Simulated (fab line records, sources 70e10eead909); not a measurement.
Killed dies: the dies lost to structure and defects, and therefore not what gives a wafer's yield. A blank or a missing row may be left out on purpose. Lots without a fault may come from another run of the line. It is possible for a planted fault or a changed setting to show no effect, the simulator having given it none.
Comparing a struck lot with a sound one :: flow nandHarc :: 14 out of 1159 route steps
Sound: wafers L147.3, L147.4, L147.5. Struck: wafer L154.4. (L154.1, L154.2 of the same lot were not struck and are left out.) The cause comes at the end.
For every step that has rows: the tool of each side, followed by ch and its chambers, followed by its first start. Under that, the readings that differ: sound wafers :: struck wafers :: difference of the means :: sigmas: that difference in standard deviations of wafers without a fault.
alike: words and numbers the same on both sides, and readings whose means are apart by under 2 such deviations; not compared: readings that were withheld, readings missing a value for some wafer, numbers with overlapping values and no deviation given by the record, and bounds like >300 which may hide the same value.
A row with sigmas, a row that says differs or no value, or rows on one side alone: a step with any of these is where the two part. Numbers that have no deviation but don't overlap get no sigmas and don't part them. Lack of a reading on every wafer of one side parts them only where that side has two or more wafers.

first, 1 step without rows for these wafers: NHARC_A_STAIRCASE_TRIM_187 (chemistry O2, time 211.2 s).
NHARC_A_STAIRCASE_ETCH_188: etches the open film in C4F8/O2, target depth 100 nm, time 40.5 s.
  sound: rieDiel-06 ch 1,3; struck: rieDiel-07 ch 3
  alike: oesProductAu, rfVppV
  not compared: rfHoursCounterH
NHARC_A_STAIRCASE_TRIM_189: chemistry O2, time 211.2 s.
  sound: rieDiel-06 ch 0,2,3; struck: rieDiel-07 ch 0
reading: drypumpMotorCurrentA (A)
sound: 5.3 4.7 5.0
struck: 5.7
difference: +0.7
sigmas: +2

reading: oesProductAu (a.u.)
sound: 1.003 0.999 1.009
struck: 0.989
difference: -0.015
sigmas: -2
  alike: rfVppV, showerheadPlenumPTorr, throttleValvePct
  not compared: rfHoursCounterH
then, 5 steps without rows for these wafers: NHARC_A_STAIRCASE_ETCH_190 (etches the open film in C4F8/O2, target depth 100 nm, time 40.5 s); NHARC_A_STAIRCASE_TRIM_191 (chemistry O2, time 211.2 s); NHARC_A_STAIRCASE_ETCH_192 (etches the open film in C4F8/O2, target depth 100 nm, time 40.5 s); NHARC_A_STAIRCASE_TRIM_193 (chemistry O2, time 211.2 s); NHARC_A_STAIRCASE_ETCH_194 (etches the open film in C4F8/O2, target depth 100 nm, time 40.5 s).
NHARC_A_STAIRCASE_TRIM_196: chemistry O2, time 211.2 s.
  sound on rieDiel-07 ch 0,1,2, day 11 18:58; struck on rieDiel-06 ch 3, day 13 10:16
reading: drypumpMotorCurrentA (A)
sound: 5.6 5.6 5.7
struck: 4.7
difference: -0.9
sigmas: -3
  alike: oesProductAu, rfVppV, showerheadPlenumPTorr, throttleValvePct
  not compared: rfHoursCounterH
NHARC_A_STAIRCASE_ETCH_197: etches the open film in C4F8/O2, target depth 100 nm, time 40.5 s.
  sound: rieDiel-07 ch 0,2,3; struck: rieDiel-06 ch 3
  alike: oesProductAu, rfVppV
  not compared: rfHoursCounterH
then, 1 step without rows for these wafers: NHARC_A_STAIRCASE_TRIM_198 (chemistry O2, time 211.2 s).
NHARC_A_STAIRCASE_ETCH_199: etches the open film in C4F8/O2, target depth 100 nm, time 40.5 s.
  sound on rieDiel-07 ch 1,3, day 11 19:26; struck on rieDiel-06 ch 3, day 13 10:42
reading: oesProductAu (a.u.)
sound: 0.937 0.944 0.945
struck: 0.807
difference: -0.135
sigmas: -11
  alike: rfVppV
  not compared: rfHoursCounterH
NHARC_A_STAIRCASE_TRIM_200: chemistry O2, time 211.2 s.
  sound: rieDiel-07 ch 0,3; struck: rieDiel-06 ch 1
  alike: drypumpMotorCurrentA, oesProductAu, rfVppV, showerheadPlenumPTorr, throttleValvePct
  not compared: rfHoursCounterH
-- break in the record here, with 8 days between the starts of the struck wafers on either side (left off in module A_STAIRCASE, picked up again in module END, where the first step shown is number 1159 on the route) --
NHARC_END_SORT_01:
  the record has rows for the struck wafers here (prober-02 ch 0, day 21 08:32) and none for the sound ones

## WHERE THEY PART
At NHARC_A_STAIRCASE_TRIM_189 first; at NHARC_END_SORT_01 last (within this record only).

WHY: the cause the simulator had injected
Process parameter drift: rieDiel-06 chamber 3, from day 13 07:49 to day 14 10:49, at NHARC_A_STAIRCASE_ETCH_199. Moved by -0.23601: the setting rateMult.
